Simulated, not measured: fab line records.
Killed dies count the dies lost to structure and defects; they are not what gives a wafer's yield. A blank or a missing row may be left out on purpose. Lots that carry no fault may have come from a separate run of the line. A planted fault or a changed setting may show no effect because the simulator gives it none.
Split-lot experiment	flow n5-finfet	7 lots, 21 wafers read, on a route of 1938 steps

## SPLIT DETAILS
At N5_BEOL_M7_TRENCH_ETCH_37 (etches SiCOH lowk in C4F6/O2, target depth 93.478 nm, time 31.2 s), the setting source-w was moved away from the recipe's 345 W on 8 of the 21 wafers read, by -5.8% to +17.6%. All remaining wafers had this setting at the recipe value.

## FROM THE SPLIT TO THE READING: what the file shows between them, 2 steps
- N5_BEOL_M7_ETCH_41: etches SiCN in CH3F/O2, target depth 31.9 nm, time 57.8 s
- N5_BEOL_M7_STRIP_80: strips in N2/H2, time 10 s

## THE READING
trench-depth-nm, in nm, at N5_BEOL_M7_OCD_MEAS_38. Fault-free wafers of this fab line usually give 93.6 nm, standard deviation 1.9 nm.

wafer	tool, chamber at the split	source-w as run, W	against the recipe	trench-depth-nm, nm	against lot-mates on the recipe
L074.1	rie-diel-06, 0	405.8	+17.6%	99.7	+4.6
L074.2	rie-diel-06, 1	345	recipe	95.1	-
L074.3	rie-diel-06, 2	405.8	+17.6%	101.6	+6.5
L077.3	rie-diel-05, 0	368.2	+6.7%	95.9	+1.9
L077.4	rie-diel-05, 1	368.2	+6.7%	96.1	+2.1
L077.5	rie-diel-05, 0	345	recipe	94.0	-
L078.1	rie-diel-03, 2	325	-5.8%	91.8	-2.5
L078.3	rie-diel-03, 0	345	recipe	94.3	-
L078.5	rie-diel-03, 0	325	-5.8%	93.5	-0.8
L080.1	rie-diel-05, 2	345	recipe	92.1	-
L080.2	rie-diel-05, 1	345	recipe	93.5	-
L080.3	rie-diel-05, 0	345	recipe	92.8	-
L084.4	rie-diel-03, 0	377.3	+9.4%	98.7	+4.6
L084.5	rie-diel-03, 3	345	recipe	94.1	-
L084.6	rie-diel-03, 0	377.3	+9.4%	99.7	+5.6
L088.1	rie-diel-06, 0	345	recipe	92.3	-
L088.2	rie-diel-06, 3	345	recipe	93.1	-
L088.5	rie-diel-06, 1	345	recipe	93.5	-
L096.2	rie-diel-06, 2	345	recipe	95.1	-
L096.3	rie-diel-06, 1	345	recipe	93.1	-
L096.6	rie-diel-06, 1	345	recipe	93.1	-

THE FIT
A straight line over all 21 wafers: trench-depth-nm changes by +0.402 nm for each +1% of source-w; r = +0.92; the points scatter about the line by 1.1 nm.
The same after taking each lot's own level away (the mean of its wafers on the recipe; 21 wafers): +0.346 nm for each +1%; r = +0.93; scatter 0.91 nm.
Per that fit: largest source-w move, reading shift of 6.1 nm.
Measured against the standard deviation above, the lots' own levels, which go from 92.80 to 95.10 nm, span 1.2 times it.
So the lot-to-lot level changes the slope: the two fits differ.
Check: for one of the wafers moved furthest among these (+17.6%), held out of the fit, the line's prediction against its lot-mates is +7.01 nm. Against them it came out at +4.6 nm.

## THE WHOLE CHAIN: every reading that the file lists as answering this split, in the file's order
step	what it does	reading	change (the file's fit)	r (the file's)
N5_BEOL_M7_TRENCH_ETCH_37	etches SiCOH lowk in C4F6/O2, target depth 93.478 nm, time 31.2 s	etch.depth-nm (the simulator's own value, which no gauge read)	+0.362 nm for each +1% of the setting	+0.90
N5_BEOL_M7_TRENCH_ETCH_37	etches SiCOH lowk in C4F6/O2, target depth 93.478 nm, time 31.2 s	BEOL_M7.feature-depth-nm (the simulator's own value, which no gauge read)	+0.356 nm for each +1% of the setting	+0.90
N5_BEOL_M7_OCD_MEAS_38		trench-depth-nm	+0.353 nm for each +1% of the setting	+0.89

## FILE'S OWN FIT
trench-depth-nm changes by +0.353 nm for each +1% of source-w, r = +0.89.
